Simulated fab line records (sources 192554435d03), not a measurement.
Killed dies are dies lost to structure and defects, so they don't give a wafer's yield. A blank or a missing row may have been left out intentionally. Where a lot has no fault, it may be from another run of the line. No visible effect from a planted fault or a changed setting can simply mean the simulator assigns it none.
The tool behind it: which one? -- flow n5_finfet -- Sampling: 10 lots, 29 wafers, 5 of 1938 route steps

== WHAT THE GAUGES READ, wafer by wafer ==
N5_BEOL_M4_RC_MEAS_101.
lot,measured,on,CJ_N,CJ_P,DIBL_N (mV/V),DIBL_P (mV/V),IOFF_N (nA/um),IOFF_P (nA/um),ION_N (uA/um),ION_P (uA/um),RS_PWELL (ohm/sq),SS_N (mV/dec),SS_P (mV/dec),VT_N (mV),VT_P (mV)
L800,day 7 20:04,prober-02,4.32 4.36 4.46,5.59 5.93 5.86,37.4 35.6 36.4,36.9 34.9 33.6,0.164 0.128 0.141,0.21 0.19 0.17,676 659 662,456 454 449,3019 3050 3037,72.0 71.5 71.6,73.4 73.0 72.7,247 251 254,-252 -253 -255
L801,day 8 01:37,prober-01,4.43 4.42,5.78 5.59,37.5 36.0,36.4 34.5,0.174 0.149,0.24 0.21,666 667,460 460,3045 3023,71.8 71.1,74.0 72.7,251 251,-248 -250
L803,day 8 18:49,prober-02,4.38 4.38 4.29,5.60 6.04 5.74,34.2 36.3 33.9,34.1 36.7 33.6,0.121 0.150 0.110,0.15 0.18 0.14,653 673 649,451 456 448,3011 3037 3039,71.7 72.6 71.4,72.7 74.0 72.3,254 252 255,-259 -255 -259
L804,day 8 23:21,prober-02,4.44 4.34 4.44,5.50 5.74 6.07,33.7 32.2 35.7,35.3 33.5 37.8,0.146 0.118 0.175,0.19 0.17 0.23,678 675 678,463 466 463,3012 3026 3020,71.2 70.8 70.7,73.1 72.7 73.7,250 253 247,-252 -250 -249
L807,day 9 17:04,prober-02,4.42 4.29 4.32,5.97 5.49 5.84,38.5 37.1 36.1,37.3 36.6 35.6,0.190 0.154 0.140,0.25 0.24 0.23,671 660 665,466 461 467,3052 3029 3049,72.3 72.0 71.3,74.0 73.3 73.6,248 250 250,-244 -245 -242
L808,day 10 03:58,prober-01,4.42 4.29 4.38,5.90 5.87 5.92,37.1 34.3 34.3,36.8 35.2 34.8,0.180 0.130 0.132,0.20 0.18 0.18,669 658 672,454 452 462,3036 3010 3012,71.5 71.1 71.1,73.3 72.9 73.6,251 256 251,-251 -250 -252
L809,day 10 04:10,prober-02,4.19 4.29 4.30,5.54 6.04 5.81,35.8 37.9 38.2,35.5 37.8 37.7,0.150 0.186 0.192,0.20 0.24 0.24,677 688 688,467 472 466,2993 3025 2991,71.9 72.2 71.8,73.4 73.6 73.8,249 245 245,-253 -248 -248
L812,day 10 22:04,prober-02,4.37 4.64 4.78,5.75 5.33 5.23,35.3 35.8 36.4,34.1 35.3 35.7,0.138 0.152 0.163,0.19 0.20 0.21,681 677 693,470 473 475,3024 3062 3093,70.5 70.8 72.0,73.3 72.9 73.4,251 251 248,-252 -251 -250
L819,day 13 09:56,prober-01,4.44 4.34 4.40,5.75 5.88 6.06,34.8 36.2 36.8,34.0 35.5 35.9,0.146 0.154 0.174,0.17 0.20 0.21,687 681 699,463 469 468,3037 3031 3028,70.9 71.5 71.2,72.3 73.7 73.0,247 248 247,-252 -250 -250
L822,day 13 15:26,prober-02,4.43 4.32 4.35,5.86 5.65 5.74,34.6 35.0 37.1,33.6 35.3 37.7,0.128 0.139 0.180,0.19 0.21 0.25,664 657 682,462 458 465,3048 3004 3039,70.7 71.5 71.9,72.0 72.9 74.1,253 253 247,-247 -251 -247

N5_BEOL_M5_THK_MEAS_01.
lot,measured,on,M5_ILD_THK (nm)
L800,day 7 21:27,film_metro-02,116.5 117.9 120.4
L801,day 8 02:50,film_metro-02,121.0 123.3
L803,day 8 20:23,film_metro-01,120.1 119.7 121.7
L804,day 9 00:35,film_metro-02,117.9 121.8 120.3
L807,day 9 18:36,film_metro-02,120.0 118.6 118.4
L808,day 10 05:30,film_metro-02,119.1 119.3 122.2
L809,day 10 05:34,film_metro-02,119.5 122.3 122.1
L812,day 10 23:41,film_metro-02,121.1 118.5 121.4
L819,day 13 11:37,film_metro-02,118.3 118.9 122.4
L822,day 13 16:49,film_metro-02,119.9 121.2 120.8

== TOOL THAT RAN EACH LOT (tool first, then ch and the chambers of the sampled wafers, then the start) ==
lot,N5_ZERO_LAYER_PECVD_02,N5_BEOL_M4_ANNEAL_51,N5_BEOL_M4_DEP_57
L800,"pecvd-04 ch 0,1, day 1 12:28","rtp_anneal-01 ch 0, day 7 19:02","pecvd-03 ch 0,2, day 7 19:48"
L801,"pecvd-04 ch 0, day 1 18:17","rtp_anneal-01 ch 0, day 8 00:29","pecvd-03 ch 1,2, day 8 01:11"
L803,"pecvd-02 ch 0,1,2, day 2 06:17","rtp_anneal-01 ch 0, day 8 17:49","pecvd-03 ch 0,2, day 8 18:40"
L804,"pecvd-04 ch 0,1, day 2 12:19","rtp_anneal-02 ch 0, day 8 22:14","pecvd-02 ch 0,1, day 8 22:56"
L807,"pecvd-04 ch 0,1,2, day 3 06:17","rtp_anneal-02 ch 0, day 9 16:10","pecvd-03 ch 0,1,2, day 9 16:57"
L808,"pecvd-04 ch 0,1, day 3 12:17","rtp_anneal-02 ch 0, day 10 03:00","pecvd-02 ch 0,2, day 10 03:50"
L809,"pecvd-04 ch 0,1, day 3 18:17","rtp_anneal-01 ch 0, day 10 03:07","pecvd-03 ch 1,2, day 10 03:53"
L812,"pecvd-04 ch 0,2, day 4 12:17","rtp_anneal-01 ch 0, day 10 21:09","pecvd-04 ch 0,1, day 10 21:56"
L819,"pecvd-03 ch 0,1,2, day 6 06:18","rtp_anneal-01 ch 0, day 13 09:02","pecvd-03 ch 0,2, day 13 09:49"
L822,"pecvd-02 ch 0,1,2, day 7 00:17","rtp_anneal-02 ch 0, day 13 14:23","pecvd-03 ch 1,2, day 13 15:08"
- N5_ZERO_LAYER_PECVD_02: deposits SiO2 from SiH4/N2O, target thk 10 nm, time 6 s.
- N5_BEOL_M4_ANNEAL_51: time 90 s.
- N5_BEOL_M4_DEP_57: deposits SiCN from 3MS/NH3, target thk 8 nm, time 14 s.

== WHAT THE TOOLS THEMSELVES READ (means of the sampled wafers that have a number; where no wafer has one, the mark that the record gives instead) ==
N5_ZERO_LAYER_PECVD_02.
lot,tool,heater_power_w (W),rf_fwd_power_W (W),showerhead_plenum_p_Torr (Torr)
L800,pecvd-04,799,272.6,8.15
L801,pecvd-04,664,271.5,7.97
L803,pecvd-02,791,272.1,7.98
L804,pecvd-04,737,271.5,8.08
L807,pecvd-04,837,272.7,8.11
L808,pecvd-04,746,272.3,8.16
L809,pecvd-04,773,273.2,8.18
L812,pecvd-04,831,272.5,8.08
L819,pecvd-03,821,272.7,8.18
L822,pecvd-02,752,272.5,7.99

N5_BEOL_M4_ANNEAL_51.
lot,tool,wafer_temp_C_max
L800,rtp_anneal-01,225.65
L801,rtp_anneal-01,225.67
L803,rtp_anneal-01,225.83
L804,rtp_anneal-02,225.83
L807,rtp_anneal-02,225.87
L808,rtp_anneal-02,225.55
L809,rtp_anneal-01,225.67
L812,rtp_anneal-01,225.67
L819,rtp_anneal-01,225.70
L822,rtp_anneal-02,225.70

N5_BEOL_M4_DEP_57.
lot,tool,rf_fwd_power_W (W),showerhead_plenum_p_Torr (Torr),throttle_valve_pct (%)
L800,pecvd-03,200.3,3.661,8.7
L801,pecvd-03,199.0,3.671,9.0
L803,pecvd-03,200.2,3.661,9.1
L804,pecvd-02,198.5,3.645,9.4
L807,pecvd-03,199.5,3.667,9.1
L808,pecvd-02,197.9,3.659,8.8
L809,pecvd-03,199.6,3.669,8.8
L812,pecvd-04,199.1,3.665,9.0
L819,pecvd-03,199.4,3.663,9.1
L822,pecvd-03,199.5,3.677,8.8

== THE ANSWER, worked out from the rows above alone ==
Rule: what is usual is taken from the lots themselves. Put in order of their means at a reading, lots are off if they are a third of the lots or fewer, leave a main group of 4 or more, and stand apart from it by a gap of 3 or more times the standard deviation of the main group's means; of several such gaps the widest counts. The tables above print the reading to a certain number of digits; a main group whose means all agree to those digits is not used. A lot without any number at a reading at which 4 lots or more have one is off too. All remaining lots with rows at the step are treated as sound. First the gauges in route order, then the tools' own readings, where a lot's mean is used as printed above. The first step at which some lot is off is used, and at that step the reading that is off furthest; a lot without a number counts as furthest.
Off: at N5_BEOL_M4_RC_MEAS_101 (CJ_P), L812. Main group: mean 5.79, sd 0.063.
If a tool, at a process step before that reading, ran all the lots that are off and no sound lot after the first of them, it fits. The gauges at N5_BEOL_M4_RC_MEAS_101 are tried like those tools. One fits: N5_ZERO_LAYER_PECVD_02 and N5_BEOL_M4_DEP_57 on pecvd-04. At N5_ZERO_LAYER_PECVD_02 its last sound lot is L809 (day 3 18:17), its first lot that is off L812 (day 4 12:17): a fault that began between those two fits.

== WHAT WAS PUT IN BY THE SIMULATOR ==
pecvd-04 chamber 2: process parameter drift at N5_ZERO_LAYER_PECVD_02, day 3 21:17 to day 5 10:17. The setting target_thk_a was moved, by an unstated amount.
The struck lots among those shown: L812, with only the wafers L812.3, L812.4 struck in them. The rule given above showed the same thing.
